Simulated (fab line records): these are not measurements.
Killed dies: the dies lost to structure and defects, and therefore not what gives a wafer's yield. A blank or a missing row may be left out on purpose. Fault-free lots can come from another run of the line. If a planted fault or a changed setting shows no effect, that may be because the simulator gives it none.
Matching of chambers ; flow n5-finfet ; 4 sister chambers for N5_MOL_CONTACT_COAG_ETCH_89 on rie-diel-03
The step etches underlayer in N2/H2, target depth 13 nm, time 10.4 s. 18 wafers are shown with their chamber, then 9 later ones without.

== WAFERS, EACH WITH ITS CHAMBER ==
wafer;chamber;showerhead-plenum-p-Torr (Torr);throttle-valve-pct (%);drypump-motor-current-A (A)
L076.1;1;2.49;17.52;6.6
L076.2;0;2.52;17.82;5.3
L076.4;0;2.52;17.81;5.4
L078.2;3;2.50;17.78;5.5
L078.3;2;2.62;18.42;6.0
L078.6;3;2.50;17.79;5.5
L080.4;3;2.50;17.80;5.5
L080.5;2;2.62;18.43;6.0
L080.6;1;2.49;17.52;6.6
L081.3;2;2.62;18.43;6.0
L081.4;1;2.49;17.55;6.6
L081.5;0;2.52;17.84;5.3
L083.2;3;2.50;17.79;5.5
L083.4;0;2.52;17.86;5.3
L083.6;3;2.50;17.80;5.6
L084.1;0;2.51;17.86;5.3
L084.2;3;2.50;17.81;5.5
L084.6;0;2.51;17.83;5.3

SIGNATURES (means of the wafers above)
reading;chamber 0;chamber 1;chamber 2;chamber 3;scatter within a chamber
showerhead-plenum-p-Torr;2.5167;2.4900;2.6200;2.5000;0.00309
throttle-valve-pct;17.8367;17.5300;18.4267;17.7950;0.0155
drypump-motor-current-A;5.317;6.600;6.000;5.517;0.0345
Rule: a wafer's distance from a chamber is the root of the sum, over the readings, of the square of ((its reading less the chamber's mean) divided by the reading's scatter). If the next closest chamber is less than 2 further off than the closest, the wafer can't be placed; otherwise it belongs to the closest. The scatter is the square root of a quotient: the sum, over the shown wafers, of each reading's squared deviation from its chamber's mean, divided by wafers minus chambers.

== WAFERS WITHOUT THEIR CHAMBER ==
wafer;showerhead-plenum-p-Torr (Torr);throttle-valve-pct (%);drypump-motor-current-A (A)
L089.1;2.61;18.45;6.0
L089.3;2.48;17.57;6.6
L089.4;2.51;17.86;5.4
L090.3;2.49;17.83;5.5
L090.5;2.61;18.45;6.0
L090.6;2.48;17.57;6.6
L094.1;2.50;17.87;5.3
L094.2;2.49;17.85;5.5
L094.6;2.61;18.47;6.0

== THE CHAMBER EACH PASSED THROUGH ==
wafer;from the rows above;in truth
L089.1;2;2
L089.3;1;1
L089.4;0;0
L090.3;3;3
L090.5;2;2
L090.6;1;1
L094.1;0;0
L094.2;3;3
L094.6;2;2
Placed correctly: 9 of 9. Can't be placed from these rows: 0. Number placed wrongly: 0.
